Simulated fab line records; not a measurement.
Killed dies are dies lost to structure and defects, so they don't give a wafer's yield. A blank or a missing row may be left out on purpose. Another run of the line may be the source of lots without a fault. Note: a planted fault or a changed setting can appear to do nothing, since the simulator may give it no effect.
Lot-split experiment + flow n5Finfet + on a route of 1938 steps: 7 lots, 39 wafers read

== ON THE SPLIT ==
At N5_BEOL_M5_ILD_DEP_00 (deposits SiCOH lowk from DEMS/porogen, target thk 140.64 nm, time 25.9 s), the setting timeS was moved away from the recipe's 25.9 s on 15 of the 39 wafers read, by -37.8% to +56.2%. The other wafers ran this setting at the recipe's value.

== BETWEEN THE SPLIT AND THE READING: the file shows 1 step in between ==
- N5_BEOL_M5_CURE_79: cures SiCOH lowk, time 240 s

== THE READING ==
M5_ILD_THK (nm), taken at N5_BEOL_M5_THK_MEAS_01. Typical for fault-free wafers on this fab line: 121.4 nm, with standard deviation 1.5 nm.

| wafer  | tool, chamber at the split | timeS as run, s | against the recipe | M5_ILD_THK, nm | against lot-mates on the recipe |
|--------|----------------------------|-----------------|--------------------|----------------|---------------------------------|
| L074.1 | pecvd-03, 1                | 25.9            | recipe             | 119.7          | -                               |
| L074.3 | pecvd-03, 2                | 25.9            | recipe             | 119.0          | -                               |
| L074.6 | pecvd-03, 2                | 25.9            | recipe             | 121.0          | -                               |
| L080.1 | pecvd-02, 1                | 25.9            | recipe             | 120.8          | -                               |
| L080.2 | pecvd-02, 0                | 25.9            | recipe             | 121.1          | -                               |
| L080.3 | pecvd-02, 2                | 25.9            | recipe             | 122.0          | -                               |
| L080.4 | pecvd-02, 0                | 40.46           | +56.2%             | 189.3          | +68.0                           |
| L080.5 | pecvd-02, 1                | 40.46           | +56.2%             | 191.3          | +70.0                           |
| L080.6 | pecvd-02, 2                | 40.46           | +56.2%             | 190.1          | +68.8                           |
| L087.1 | pecvd-01, 2                | 25.9            | recipe             | 118.3          | -                               |
| L087.2 | pecvd-01, 1                | 25.9            | recipe             | 119.2          | -                               |
| L087.3 | pecvd-01, 2                | 25.9            | recipe             | 120.5          | -                               |
| L087.4 | pecvd-01, 1                | 25.9            | recipe             | 121.6          | -                               |
| L087.5 | pecvd-01, 2                | 25.9            | recipe             | 120.0          | -                               |
| L087.6 | pecvd-01, 1                | 25.9            | recipe             | 121.6          | -                               |
| L092.1 | pecvd-03, 2                | 20.79           | -19.7%             | 96.5           | -24.9                           |
| L092.2 | pecvd-03, 0                | 20.79           | -19.7%             | 95.9           | -25.5                           |
| L092.3 | pecvd-03, 1                | 25.9            | recipe             | 119.9          | -                               |
| L092.4 | pecvd-03, 2                | 25.9            | recipe             | 121.9          | -                               |
| L092.5 | pecvd-03, 1                | 20.79           | -19.7%             | 99.4           | -22.0                           |
| L092.6 | pecvd-03, 0                | 25.9            | recipe             | 122.4          | -                               |
| L094.1 | pecvd-03, 2                | 25.9            | recipe             | 121.1          | -                               |
| L094.2 | pecvd-03, 1                | 18.32           | -29.3%             | 85.6           | -35.2                           |
| L094.3 | pecvd-03, 0                | 25.9            | recipe             | 120.6          | -                               |
| L094.4 | pecvd-03, 0                | 25.9            | recipe             | 120.6          | -                               |
| L094.5 | pecvd-03, 2                | 18.32           | -29.3%             | 87.6           | -33.2                           |
| L094.6 | pecvd-03, 1                | 18.32           | -29.3%             | 87.3           | -33.5                           |
| L093.1 | pecvd-03, 2                | 16.1            | -37.8%             | 75.6           | -46.5                           |
| L093.2 | pecvd-03, 0                | 16.1            | -37.8%             | 74.4           | -47.7                           |
| L093.3 | pecvd-03, 1                | 25.9            | recipe             | 119.9          | -                               |
| L093.4 | pecvd-03, 1                | 25.9            | recipe             | 123.9          | -                               |
| L093.5 | pecvd-03, 0                | 16.1            | -37.8%             | 76.0           | -46.1                           |
| L093.6 | pecvd-03, 2                | 25.9            | recipe             | 122.4          | -                               |
| L082.1 | pecvd-02, 2                | 33.24           | +28.3%             | 153.9          | +31.9                           |
| L082.2 | pecvd-02, 0                | 25.9            | recipe             | 122.3          | -                               |
| L082.3 | pecvd-02, 1                | 33.24           | +28.3%             | 154.7          | +32.7                           |
| L082.4 | pecvd-02, 1                | 25.9            | recipe             | 122.1          | -                               |
| L082.5 | pecvd-02, 2                | 25.9            | recipe             | 121.7          | -                               |
| L082.6 | pecvd-02, 0                | 33.24           | +28.3%             | 155.4          | +33.4                           |

THE FIT
A straight line over all 39 wafers: M5_ILD_THK changes by +1.21 nm for each +1% of timeS; r = +1.00; the points scatter about the line by 1.3 nm.
The same after taking each lot's own level away (the mean of its wafers on the recipe; 39 wafers): +1.21 nm for each +1%; r = +1.00; scatter 1.2 nm.
According to that fit, moving timeS by its largest amount changes the reading by 68 nm.
Across the lots, their own levels run from 119.90 to 122.07 nm, a range of 1.4 times the standard deviation given above.
The two slopes are in agreement: the lot-to-lot level therefore moves the slope only a little.
Check: +68 nm against its lot-mates is what the line predicts for one of the wafers moved furthest among these (+56.2%) when that wafer is left out of the fit. Against them it came out at +68 nm.

== ADDITIONAL SPLITS CARRIED BY THESE WAFERS ==
Other splits were also applied to these wafers ahead of the reading. Each is held against what the fit with the lots' levels taken away leaves over:
| other split on the same wafers  | wafers away from the commonest value | r with M5_ILD_THK (lot level and that fit taken away) |
|---------------------------------|--------------------------------------|-------------------------------------------------------|
| N5_BEOL_M2_TRENCH_ETCH_37 timeS | 12                                   | -0.28                                                 |
| N5_BEOL_M4_ALD_84 aldCycles     | 12                                   | -0.24                                                 |

== THE WHOLE CHAIN: every reading that the file lists as answering this split, in the file's order ==
| step                   | what it does                                                             | reading                                                                                 | change (the file's fit)              | r (the file's) |
|------------------------|--------------------------------------------------------------------------|-----------------------------------------------------------------------------------------|--------------------------------------|----------------|
| N5_BEOL_M5_ILD_DEP_00  | deposits SiCOH lowk from DEMS/porogen, target thk 140.64 nm, time 25.9 s | SiCOH_lowk_of_BEOL_M5_ILD_DEP_00.thkNm (the simulator's own value, which no gauge read) | +1.39 nm for each +1% of the setting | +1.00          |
| N5_BEOL_M5_CURE_79     | cures SiCOH lowk, time 240 s                                             | SiCOH_lowk_of_BEOL_M5_ILD_DEP_00.thkNm (the simulator's own value, which no gauge read) | +1.21 nm for each +1% of the setting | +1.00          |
| N5_BEOL_M5_THK_MEAS_01 |                                                                          | M5_ILD_THK                                                                              | +1.21 for each +1% of the setting    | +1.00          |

== FILE'S OWN FIT ==
M5_ILD_THK changes by +1.21 nm for each +1% of timeS, r = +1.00.
